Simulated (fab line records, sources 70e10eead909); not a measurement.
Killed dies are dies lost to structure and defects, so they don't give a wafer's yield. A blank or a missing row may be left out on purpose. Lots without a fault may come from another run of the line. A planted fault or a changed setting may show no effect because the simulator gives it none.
Which tool did it? | flow nand_harc | 15 lots, 43 wafers sampled, at 1 step of a route of 1159

WHAT THE GAUGES READ, wafer by wafer
NHARC_A_CONTACT_INSPECT_23.
lot  | measured     | on                | raw_defect_count
L871 | day 17 14:41 | defect_inspect-02 | 381 319 450
L872 | day 17 20:31 | defect_inspect-01 | 448 446 527
L868 | day 18 02:29 | defect_inspect-02 | 341 353 445
L867 | day 18 03:40 | defect_inspect-02 | 459 445 450
L870 | day 18 04:51 | defect_inspect-02 | 469 564 771
L873 | day 18 14:42 | defect_inspect-01 | 424 365 414
L876 | day 19 01:25 | defect_inspect-02 | 393 421 862
L875 | day 19 07:38 | defect_inspect-01 | 280 283 322
L877 | day 19 13:31 | defect_inspect-02 | 300 394 395
L874 | day 19 13:59 | defect_inspect-01 | 374 581 458
L878 | day 20 01:45 | defect_inspect-01 | 504 417 394
L882 | day 20 02:13 | defect_inspect-02 | 357 544 520
L890 | day 22 12:41 | defect_inspect-02 | 301 403 350
L888 | day 22 17:46 | defect_inspect-02 | 297 236
L889 | day 22 21:19 | defect_inspect-02 | 600 360

WHICH TOOL RAN EACH LOT (tool, then ch and the chambers of the sampled wafers, then the start)
The record holds no process step before these readings.

WHAT THE TOOLS THEMSELVES READ (means of the sampled wafers that have a number; where no wafer has one, the mark that the record gives instead)
The record holds no such reading with a usual standard deviation.

THE ANSWER, worked out from the rows above alone
Rule: what is usual is taken from the lots themselves. Put in order of their means at a reading, lots are off if they are a third of the lots or fewer, leave a main group of 4 or more, and stand apart from it by a gap of 3 or more times the standard deviation of the main group's means; of several such gaps the widest counts. A main group whose means are all the same, to the digits that the tables above print for the reading, isn't used. A lot without any number at a reading at which 4 lots or more have one is off too. The other lots that the step has rows for count as sound. The gauges are gone through in route order, then the tools' own readings, and for those a lot's mean is taken as printed above. The first step at which some lot is off is used, and at that step the reading that is off furthest; a lot without a number counts as furthest.
No lot is off at any reading shown: from this, nothing can be told.

WHAT THE SIMULATOR HAD PUT IN
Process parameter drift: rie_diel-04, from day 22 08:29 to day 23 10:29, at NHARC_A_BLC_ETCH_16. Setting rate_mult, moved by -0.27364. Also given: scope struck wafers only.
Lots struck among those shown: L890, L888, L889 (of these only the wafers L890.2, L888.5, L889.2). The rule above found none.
